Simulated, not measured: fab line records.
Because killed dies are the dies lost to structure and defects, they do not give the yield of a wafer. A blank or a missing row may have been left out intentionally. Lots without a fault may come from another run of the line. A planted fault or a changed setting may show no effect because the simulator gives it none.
Matching of chambers	flow n5 finfet	N5_BEOL_M0_SAQP_PECVD_03 on pecvd-04: 3 sister chambers
The step deposits SiCN from 3MS/NH3, target thk 12 nm, time 21.1 s. 3 wafers are shown with their chamber, then 7 later ones without.

== WAFERS, EACH WITH ITS CHAMBER ==
wafer	chamber	throttle valve pct (%)
L087.3	0	8.7
L087.5	2	8.3
L089.3	1	9.2

== WAFERS WHOSE CHAMBER IS MISSING ==
wafer	throttle valve pct (%)
L089.6	9.5
L090.1	9.3
L090.3	9.4
L090.5	8.6
L095.1	8.7
L095.4	8.7
L095.6	8.6

== WHICH CHAMBER EACH ONE RAN IN ==
wafer	from the rows above	in truth
L089.6	1	1
L090.1	1	1
L090.3	1	1
L090.5	can't be placed: 0 or 2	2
L095.1	0	0
L095.4	0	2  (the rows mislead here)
L095.6	can't be placed: 0 or 2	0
Correctly placed: 4 of 7. From these rows, 2 cannot be placed; in 2 the true chamber is one of the candidates. Wrongly placed: 1.
How it was worked out, from the rows above alone: a wafer's distance from a chamber is the root of the sum, over the readings, of the square of ((its reading less the chamber's mean) divided by the reading's scatter). The wafer belongs to the nearest chamber; if the next one is less than 2 further off, it can't be placed. A chamber's mean is the mean of its shown wafers. The scatter: with one shown wafer a chamber, the root of the mean of the squares of how far each hidden wafer lies from its nearest shown one.
